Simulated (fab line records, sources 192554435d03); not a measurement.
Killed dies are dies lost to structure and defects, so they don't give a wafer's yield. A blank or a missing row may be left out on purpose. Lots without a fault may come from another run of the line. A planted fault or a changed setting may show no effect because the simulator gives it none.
Chamber matching | flow n5_finfet | N5_BEOL_M0_SAQP_DESCUM_19 on rie_diel-01: 4 sister chambers
The step chemistry O2, time 7.9 s. 8 wafers are shown with their chamber, then 8 later ones without.

WAFERS WITH THEIR CHAMBER
wafer  | chamber | throttle_valve_pct (%) | showerhead_plenum_p_Torr (Torr)
L074.3 | 0       | 20.75                  | 2.04
L076.5 | 0       | 20.75                  | 2.04
L078.3 | 3       | 20.57                  | 2.02
L078.5 | 2       | 20.43                  | 2.15
L082.1 | 3       | 20.58                  | 2.01
L082.3 | 2       | 20.44                  | 2.15
L082.6 | 1       | 20.25                  | 2.13
L084.3 | 1       | 20.25                  | 2.13

WAFERS WITHOUT THEIR CHAMBER
wafer  | throttle_valve_pct (%) | showerhead_plenum_p_Torr (Torr)
L084.5 | 20.26                  | 2.13
L084.6 | 20.77                  | 2.03
L087.2 | 20.60                  | 2.01
L087.3 | 20.26                  | 2.13
L087.4 | 20.27                  | 2.13
L091.2 | 20.60                  | 2.01
L091.4 | 20.81                  | 2.03
L091.5 | 20.79                  | 2.03

WHICH CHAMBER EACH WENT THROUGH
wafer  | from the rows above | in truth
L084.5 | 1                   | 1
L084.6 | 0                   | 0
L087.2 | 3                   | 3
L087.3 | 1                   | 1
L087.4 | 1                   | 1
L091.2 | 3                   | 3
L091.4 | 0                   | 0
L091.5 | 0                   | 0
Placed correctly: 8 of 8. Can't be placed from these rows: 0. Placed wrongly: 0.
How it was worked out, from the rows above alone: a wafer's distance from a chamber is the root of the sum, over the readings, of the square of ((its reading less the chamber's mean) divided by the reading's scatter). The wafer belongs to the nearest chamber; if the next one is less than 2 further off, it can't be placed. A chamber's mean is the mean of its shown wafers. The scatter: the root of (the sum of the squares of (reading less its chamber's mean) over the shown wafers, divided by (wafers less chambers)).
